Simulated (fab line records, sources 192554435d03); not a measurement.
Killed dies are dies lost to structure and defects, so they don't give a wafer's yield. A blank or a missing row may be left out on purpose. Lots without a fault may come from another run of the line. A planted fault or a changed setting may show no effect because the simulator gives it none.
Split-lot experiment | flow n5_finfet | 7 lots, 21 wafers read, on a route of 1938 steps

THE SPLIT
At N5_BEOL_M3_EXPOSE_25 (exposes mask V2, defocus 5 nm), the setting dose_mj was moved away from the recipe's 63 on 4 of the 21 wafers read, by -6.8% to +7.5%. The other wafers ran this setting at the recipe's value.

FROM THE SPLIT TO THE READING: what the file shows between them, 2 steps
- N5_BEOL_M3_PEB_26: peb time 60 s
- N5_BEOL_M3_DEVELOP_27: develop time 30 s

THE READING
cd_nm, in nm, at N5_BEOL_M3_CD_MEAS_28 (target cd 25.7 nm, target cd y 23.3 nm). Fault-free wafers of this fab line usually give 25.84 nm, standard deviation 0.24 nm.

wafer  | tool, chamber at the split | dose_mj as run | against the recipe | cd_nm, nm | against lot-mates on the recipe
L086.2 | euv_scanner-01, 0          | 58.72          | -6.8%              | 24.96     | -1.09
L086.3 | euv_scanner-01, 0          | 63             | recipe             | 26.21     | -
L086.6 | euv_scanner-01, 0          | 63             | recipe             | 25.88     | -
L085.1 | euv_scanner-01, 0          | 63             | recipe             | 25.84     | -
L085.5 | euv_scanner-01, 0          | 63             | recipe             | 26.13     | -
L085.6 | euv_scanner-01, 0          | 63             | recipe             | 26.49     | -
L087.1 | euv_scanner-02, 0          | 63             | recipe             | 25.73     | -
L087.4 | euv_scanner-02, 0          | 63             | recipe             | 25.72     | -
L087.5 | euv_scanner-02, 0          | 65.06          | +3.3%              | 26.31     | +0.58
L089.1 | euv_scanner-01, 0          | 64.47          | +2.3%              | 26.21     | +0.63
L089.3 | euv_scanner-01, 0          | 63             | recipe             | 25.40     | -
L089.5 | euv_scanner-01, 0          | 63             | recipe             | 25.76     | -
L093.1 | euv_scanner-02, 0          | 63             | recipe             | 25.72     | -
L093.2 | euv_scanner-02, 0          | 63             | recipe             | 25.88     | -
L093.4 | euv_scanner-02, 0          | 63             | recipe             | 25.43     | -
L095.1 | euv_scanner-01, 0          | 63             | recipe             | 25.89     | -
L095.2 | euv_scanner-01, 0          | 63             | recipe             | 25.93     | -
L095.4 | euv_scanner-01, 0          | 63             | recipe             | 26.21     | -
L096.1 | euv_scanner-02, 0          | 63             | recipe             | 26.08     | -
L096.3 | euv_scanner-02, 0          | 67.72          | +7.5%              | 27.51     | +1.37
L096.4 | euv_scanner-02, 0          | 63             | recipe             | 26.20     | -

THE FIT
A straight line over all 21 wafers: cd_nm changes by +0.172 nm for each +1% of dose_mj; r = +0.84; the points scatter about the line by 0.28 nm.
The same after taking each lot's own level away (the mean of its wafers on the recipe; 21 wafers): +0.177 nm for each +1%; r = +0.93; scatter 0.17 nm.
On that fit, the largest move of dose_mj shifts the reading by 1.3 nm.
The lots' own levels span 25.580 to 26.153 nm, that is 2.4 times the standard deviation above.
So the lot-to-lot level changes the slope little: the two slopes agree.
Check: with one of the wafers moved furthest among these (+7.5%) left out of the fit, the line predicts +1.31 nm for it against its lot-mates. It came out at +1.37 nm against them.

OTHER SPLITS ON THESE WAFERS
These wafers also went through other splits before the reading. Each is held against what the fit with the lots' levels taken away leaves over:
other split on the same wafers            | wafers away from the commonest value | r with cd_nm (lot level and that fit taken away)
N5_MOL_CONTACT_COAG_EXPOSE_37 dose_mj     | 10                                   | -0.04
N5_MOL_CONTACT_COAG_ALD_133 ald_cycles    | 4                                    | +0.11
N5_BEOL_M0_SAQP_SPACER1_ALD_98 ald_cycles | 3                                    | +0.03
N5_BEOL_M1_COAT_05 spin_rpm               | 6                                    | +0.09
N5_BEOL_M1_ETCH_64 source_w               | 7                                    | +0.07

THE FILE'S OWN FIT
cd_nm changes by +0.178 nm for each +1% of dose_mj, r = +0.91.
